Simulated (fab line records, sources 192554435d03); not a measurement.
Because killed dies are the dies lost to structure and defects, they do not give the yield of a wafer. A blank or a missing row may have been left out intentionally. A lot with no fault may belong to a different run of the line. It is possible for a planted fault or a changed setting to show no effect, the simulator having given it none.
Matching of chambers :: flow n5Finfet :: N5_BEOL_M10_STRIP_67 on rieDiel-05: 4 sister chambers
The step strips in CF4. 8 wafers are shown with their chamber, then 11 later ones without.

== WAFERS, EACH WITH ITS CHAMBER ==
wafer: L080.3
chamber: 3
showerheadPlenumPTorr (Torr): 1.84
drypumpMotorCurrentA (A): 5.5

wafer: L085.3
chamber: 2
showerheadPlenumPTorr (Torr): 1.90
drypumpMotorCurrentA (A): 5.2

wafer: L085.4
chamber: 0
showerheadPlenumPTorr (Torr): 1.70
drypumpMotorCurrentA (A): 6.4

wafer: L085.5
chamber: 1
showerheadPlenumPTorr (Torr): 1.82
drypumpMotorCurrentA (A): 5.2

wafer: L084.1
chamber: 2
showerheadPlenumPTorr (Torr): 1.90
drypumpMotorCurrentA (A): 5.2

wafer: L084.2
chamber: 3
showerheadPlenumPTorr (Torr): 1.84
drypumpMotorCurrentA (A): 5.5

wafer: L084.3
chamber: 1
showerheadPlenumPTorr (Torr): 1.81
drypumpMotorCurrentA (A): 5.1

wafer: L084.4
chamber: 0
showerheadPlenumPTorr (Torr): 1.70
drypumpMotorCurrentA (A): 6.4

== WAFERS WITH NO CHAMBER GIVEN ==
wafer: L084.5
showerheadPlenumPTorr (Torr): 1.81
drypumpMotorCurrentA (A): 5.1

wafer: L084.6
showerheadPlenumPTorr (Torr): 1.70
drypumpMotorCurrentA (A): 6.4

wafer: L087.1
showerheadPlenumPTorr (Torr): 1.84
drypumpMotorCurrentA (A): 5.5

wafer: L087.2
showerheadPlenumPTorr (Torr): 1.81
drypumpMotorCurrentA (A): 5.1

wafer: L087.3
showerheadPlenumPTorr (Torr): 1.90
drypumpMotorCurrentA (A): 5.2

wafer: L094.2
showerheadPlenumPTorr (Torr): 1.69
drypumpMotorCurrentA (A): 6.4

wafer: L094.3
showerheadPlenumPTorr (Torr): 1.90
drypumpMotorCurrentA (A): 5.2

wafer: L094.6
showerheadPlenumPTorr (Torr): 1.69
drypumpMotorCurrentA (A): 6.4

wafer: L095.2
showerheadPlenumPTorr (Torr): 1.81
drypumpMotorCurrentA (A): 5.2

wafer: L095.3
showerheadPlenumPTorr (Torr): 1.89
drypumpMotorCurrentA (A): 5.2

wafer: L095.4
showerheadPlenumPTorr (Torr): 1.69
drypumpMotorCurrentA (A): 6.4

== WHICH CHAMBER EACH ONE RAN IN ==
wafer: L084.5
from the rows above: 1
in truth: 1

wafer: L084.6
from the rows above: 0
in truth: 0

wafer: L087.1
from the rows above: 3
in truth: 3

wafer: L087.2
from the rows above: 1
in truth: 1

wafer: L087.3
from the rows above: 2
in truth: 2

wafer: L094.2
from the rows above: 0
in truth: 0

wafer: L094.3
from the rows above: 2
in truth: 2

wafer: L094.6
from the rows above: 0
in truth: 0

wafer: L095.2
from the rows above: 1
in truth: 1

wafer: L095.3
from the rows above: 2
in truth: 2

wafer: L095.4
from the rows above: 0
in truth: 0
11 of 11 placed correctly. Left unplaced by these rows: 0. Wrongly placed: 0.
How it was worked out, from the rows above alone: a wafer's distance from a chamber is the root of the sum, over the readings, of the square of ((its reading less the chamber's mean) divided by the reading's scatter). If the next closest chamber is less than 2 further off than the closest, the wafer can't be placed; otherwise it belongs to the closest. Each chamber's mean is taken over the wafers shown for it. The scatter is the square root of a quotient: the sum, over the shown wafers, of each reading's squared deviation from its chamber's mean, divided by wafers minus chambers.
